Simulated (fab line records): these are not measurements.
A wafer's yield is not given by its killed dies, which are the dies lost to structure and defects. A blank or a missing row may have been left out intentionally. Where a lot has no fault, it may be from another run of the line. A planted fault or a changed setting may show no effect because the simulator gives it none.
Matching of chambers ; flow nandHarc ; NHARC_P_M0_DESCUM_14 on rieDiel-03: 4 sister chambers
The step chemistry O2, time 3 s. 30 wafers are shown with their chamber, then 12 later ones without.

## EACH WAFER AND ITS CHAMBER
wafer;chamber;drypumpMotorCurrentA (A);showerheadPlenumPTorr (Torr);oesProductAu (a.u.)
L074.1;1;6.0;1.98;1.002
L074.3;2;5.5;1.97;0.990
L074.5;2;5.5;1.97;1.005
L076.2;2;5.4;1.97;0.998
L076.4;1;6.0;1.98;1.011
L076.6;1;6.0;1.98;1.009
L077.4;1;6.0;1.98;0.998
L077.5;0;5.0;1.85;0.993
L077.6;1;6.0;1.98;1.003
L079.3;2;5.4;1.97;0.984
L079.5;0;5.0;1.85;0.995
L079.6;3;5.4;2.04;0.993
L085.1;1;6.0;1.98;0.993
L085.2;2;5.5;1.97;0.992
L085.3;3;5.4;2.04;0.999
L088.1;0;5.0;1.84;0.997
L088.4;2;5.5;1.96;0.992
L088.5;2;5.5;1.96;0.985
L087.2;3;5.4;2.03;0.991
L087.3;1;6.0;1.98;0.994
L087.5;1;6.0;1.98;0.996
L089.2;2;5.5;1.96;0.998
L089.4;0;5.0;1.84;0.997
L089.5;0;5.0;1.84;1.005
L092.1;2;5.5;1.96;1.006
L092.2;0;5.0;1.84;0.998
L092.3;1;6.0;1.97;1.003
L093.3;2;5.4;1.96;1.004
L093.4;0;5.0;1.84;1.006
L093.6;3;5.4;2.03;1.005

SIGNATURES, as means of the wafers listed above
reading;chamber 0;chamber 1;chamber 2;chamber 3;scatter within a chamber
drypumpMotorCurrentA;5.000;6.000;5.470;5.400;0.0284
showerheadPlenumPTorr;1.8429;1.9789;1.9650;2.0350;0.00473
oesProductAu;0.99871;1.00100;0.99540;0.99700;0.0067
Rule: a wafer lies at a distance from a chamber equal to the root of the sum of squares, over the readings, of (its reading less the chamber's mean, divided by the reading's scatter). The wafer belongs to the nearest chamber; if the next one is less than 2 further off, it can't be placed. The scatter: take each reading less its chamber's mean, square it, sum over the shown wafers, divide by the number of wafers less the number of chambers, and take the root.

## WAFERS MISSING THEIR CHAMBER
wafer;drypumpMotorCurrentA (A);showerheadPlenumPTorr (Torr);oesProductAu (a.u.)
L094.2;4.9;1.84;0.995
L094.5;5.0;1.84;1.002
L094.6;6.0;1.97;0.998
L095.2;4.9;1.84;1.004
L095.4;5.4;1.96;0.998
L095.5;5.0;1.84;1.001
L096.1;5.4;2.03;0.994
L096.3;6.0;1.97;0.994
L096.4;5.5;1.96;1.000
L097.2;5.0;1.84;1.010
L097.4;5.4;2.03;1.002
L097.6;5.4;1.96;0.996

## THE CHAMBER EACH PASSED THROUGH
wafer;from the rows above;in truth
L094.2;0;0
L094.5;0;0
L094.6;1;1
L095.2;0;0
L095.4;2;2
L095.5;0;0
L096.1;3;3
L096.3;1;1
L096.4;2;2
L097.2;0;0
L097.4;3;3
L097.6;2;2
Correctly placed: 12 of 12. Left unplaced by these rows: 0. Number placed wrongly: 0.
